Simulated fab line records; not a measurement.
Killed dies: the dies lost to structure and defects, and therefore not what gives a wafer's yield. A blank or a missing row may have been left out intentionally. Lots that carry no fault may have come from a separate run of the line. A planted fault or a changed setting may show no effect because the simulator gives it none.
Matching of chambers ; flow n5 finfet ; N5_MOL_CONTACT_COAG_ETCH_110 on rie diel-05 has 4 sister chambers
The step etches Si in CF4/O2, target depth 2.5 nm, time 8 s. 14 wafers are shown with their chamber, then 7 later ones without.

WAFERS PAIRED WITH THEIR CHAMBERS
wafer;chamber;showerhead plenum p Torr (Torr);oes product au (a.u.);rf vpp V (V)
L076.3;0;2.18;0.97;125.5
L076.4;2;2.28;0.68;128.7
L076.5;0;2.18;0.97;126.0
L077.4;2;2.27;0.69;129.0
L077.5;0;2.18;0.96;125.4
L077.6;1;2.32;0.79;133.3
L083.1;3;2.25;0.86;130.1
L083.3;0;2.18;0.94;124.0
L083.4;2;2.27;0.68;128.6
L086.3;3;2.25;0.84;132.1
L086.4;3;2.25;0.84;131.7
L086.6;1;2.32;0.77;132.6
L090.1;3;2.25;0.84;130.0
L090.2;0;2.17;0.91;124.5

SIGNATURES, as means of the wafers listed above
reading;chamber 0;chamber 1;chamber 2;chamber 3;scatter within a chamber
showerhead plenum p Torr;2.1780;2.3200;2.2733;2.2500;0.00383
oes product au;0.9500;0.7800;0.6833;0.8450;0.0178
rf vpp V;125.080;132.950;128.767;130.975;0.804
Rule: a wafer lies at a distance from a chamber equal to the root of the sum of squares, over the readings, of (its reading less the chamber's mean, divided by the reading's scatter). If the next closest chamber is less than 2 further off than the closest, the wafer can't be placed; otherwise it belongs to the closest. How the scatter is found: for the shown wafers, subtract from each reading the mean of its chamber, square and add these, divide the total by (wafers less chambers), then take the root.

WAFERS WITH NO CHAMBER GIVEN
wafer;showerhead plenum p Torr (Torr);oes product au (a.u.);rf vpp V (V)
L090.3;2.31;0.77;133.4
L092.1;2.25;0.83;131.0
L092.3;2.17;0.89;125.4
L092.4;2.31;0.76;132.2
L094.2;2.17;0.89;125.2
L094.3;2.24;0.82;130.7
L094.5;2.24;0.82;130.4

CHAMBER TAKEN BY EACH
wafer;from the rows above;in truth
L090.3;1;1
L092.1;3;3
L092.3;0;0
L092.4;1;1
L094.2;0;0
L094.3;3;3
L094.5;3;3
7 of 7 placed correctly. Not placeable from these rows: 0. Number placed wrongly: 0.
